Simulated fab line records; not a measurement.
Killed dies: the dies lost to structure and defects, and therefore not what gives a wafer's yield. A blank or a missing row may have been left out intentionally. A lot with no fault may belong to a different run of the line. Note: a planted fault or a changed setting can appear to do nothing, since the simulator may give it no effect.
Split-lot experiment    flow n5 finfet    7 lots, 21 wafers read, on a route of 1938 steps

## THE SPLIT ITSELF
At N5_BEOL_M11_EXPOSE_08 (exposes mask M11), the setting dose mj was moved away from the recipe's 53.75 on 8 of the 21 wafers read, by -5.3% to +6.1%. For the rest of the wafers, this setting stayed at what the recipe calls for.

## FROM THE SPLIT TO THE READING: what the file shows between them, 18 steps
- N5_BEOL_M11_PEB_09: peb time 60 s
- N5_BEOL_M11_DEVELOP_10: develop time 30 s
- N5_BEOL_M11_CD_MEAS_11: target cd 64.1 nm
- N5_BEOL_M11_DESCUM_16: chemistry O2, time 7.9 s
- N5_BEOL_M11_ETCH_61: etches SiARC in CF4, target depth 39 nm, time 65 s
- N5_BEOL_M11_ETCH_62: etches SOC in N2/H2, target depth 110 nm, overetch 22 nm, time 165 s
- N5_BEOL_M11_STRIP_68: strips in N2/H2
- N5_BEOL_M11_STRIP_67: strips in CF4
- N5_BEOL_M11_HM_OPEN_17: chemistry Cl2/BCl3, target TiN, target depth 20 nm, overetch 6 nm
- N5_BEOL_M11_STRIP_19: strips in O2
- N5_BEOL_M11_CD_MEAS_18: pitch 140 nm, target cd 70 nm
- N5_BEOL_M11_COAT_63: time 60 s, resist thk 100 nm
- N5_BEOL_M11_COAT_64: time 60 s, resist thk 30 nm
- N5_BEOL_M11_STRIP_77: strips in N2/H2, time 10 s
- N5_BEOL_M11_HM_STRIP_39: strips TiN in peroxide tin strip, target depth 25 nm, time 158 s
- N5_BEOL_M11_SRD_40: time 30 s
- N5_BEOL_M11_PRECLEAN_42: cleans in residue remover, time 60 s
- N5_BEOL_M11_SRD_43: time 30 s

## THE READING
At N5_BEOL_M11_CD_MEAS_35: cd nm in nanometres, against a target cd of 70 nm. Typical for fault-free wafers on this fab line: 69.9 nm, with standard deviation 0.81 nm.

wafer   tool, chamber at the split  dose mj as run  against the recipe  cd nm, nm  against lot-mates on the recipe
L074.1  arfi scanner-03, 0          53.75           recipe              69.4       -
L074.2  arfi scanner-03, 0          53.75           recipe              70.4       -
L074.3  arfi scanner-03, 0          53.75           recipe              70.0       -
L079.2  arfi scanner-03, 0          53.75           recipe              70.8       -
L079.4  arfi scanner-03, 0          53.75           recipe              70.0       -
L079.6  arfi scanner-03, 0          53.75           recipe              70.9       -
L083.2  arfi scanner-02, 0          57.03           +6.1%               74.1       +4.0
L083.3  arfi scanner-02, 0          53.75           recipe              71.2       -
L083.4  arfi scanner-02, 0          53.75           recipe              68.9       -
L087.4  arfi scanner-01, 0          54.89           +2.1%               70.7       +0.0
L087.5  arfi scanner-01, 0          53.75           recipe              70.7       -
L087.6  arfi scanner-01, 0          54.89           +2.1%               71.0       +0.3
L092.1  arfi scanner-02, 0          53.75           recipe              70.2       -
L092.3  arfi scanner-02, 0          53.75           recipe              69.6       -
L092.4  arfi scanner-02, 0          54.82           +2.0%               72.4       +2.5
L094.3  arfi scanner-01, 0          50.91           -5.3%               68.2       -2.2
L094.5  arfi scanner-01, 0          53.75           recipe              70.4       -
L094.6  arfi scanner-01, 0          50.91           -5.3%               67.4       -3.0
L095.1  arfi scanner-03, 0          51.26           -4.6%               67.3       -2.8
L095.3  arfi scanner-03, 0          51.26           -4.6%               66.4       -3.7
L095.4  arfi scanner-03, 0          53.75           recipe              70.1       -

FIT RESULTS
A straight line over all 21 wafers: cd nm changes by +0.587 nm for each +1% of dose mj; r = +0.92; the points scatter about the line by 0.7 nm.
The same after taking each lot's own level away (the mean of its wafers on the recipe; 21 wafers): +0.589 nm for each +1%; r = +0.91; scatter 0.73 nm.
That fit puts the effect of the largest move of dose mj on the reading at 3.6 nm.
The span of the lots' own levels, 69.90 to 70.70 nm, comes to 1.0 times the standard deviation stated above.
The two slopes are in agreement: the lot-to-lot level therefore moves the slope only a little.
Check: for one of the wafers moved furthest among these (+6.1%), held out of the fit, the line's prediction against its lot-mates is +3.34 nm. It came out at +4.05 nm against them.

## OTHER SPLITS ON THESE WAFERS
These wafers also went through other splits before the reading. Each is held against what the fit with the lots' levels taken away leaves over:
other split on the same wafers  wafers away from the commonest value  r with cd nm (lot level and that fit taken away)
N5_BEOL_M10_COAT_63 spin rpm    6                                     +0.41
N5_BEOL_M10_COAT_22 spin rpm    4                                     -0.19
N5_BEOL_M11_PECVD_70 time s     6                                     +0.22

## THE WHOLE CHAIN: every reading that the file lists as answering this split, in the file's order
step                    what it does                                                          reading                                                                 change (the file's fit)                r (the file's)
N5_BEOL_M11_CD_MEAS_11  target cd 64.1 nm                                                     cd nm                                                                   +0.561 nm for each +1% of the setting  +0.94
N5_BEOL_M11_ETCH_61     etches SiARC in CF4, target depth 39 nm, time 65 s                    BEOL_M11.cd offset nm (the simulator's own value, which no gauge read)  +0.589 nm for each +1% of the setting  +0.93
N5_BEOL_M11_ETCH_62     etches SOC in N2/H2, target depth 110 nm, overetch 22 nm, time 165 s  BEOL_M11.cd offset nm (the simulator's own value, which no gauge read)  +0.626 nm for each +1% of the setting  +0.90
N5_BEOL_M11_HM_OPEN_17  chemistry Cl2/BCl3, target TiN, target depth 20 nm, overetch 6 nm     BEOL_M11.cd offset nm (the simulator's own value, which no gauge read)  +0.624 nm for each +1% of the setting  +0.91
N5_BEOL_M11_CD_MEAS_18  pitch 140 nm, target cd 70 nm                                         cd nm                                                                   +0.609 nm for each +1% of the setting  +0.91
N5_BEOL_M11_CD_MEAS_35  target cd 70 nm                                                       cd nm                                                                   +0.617 nm for each +1% of the setting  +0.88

## FILE'S OWN FIT
cd nm changes by +0.617 nm for each +1% of dose mj, r = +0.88.
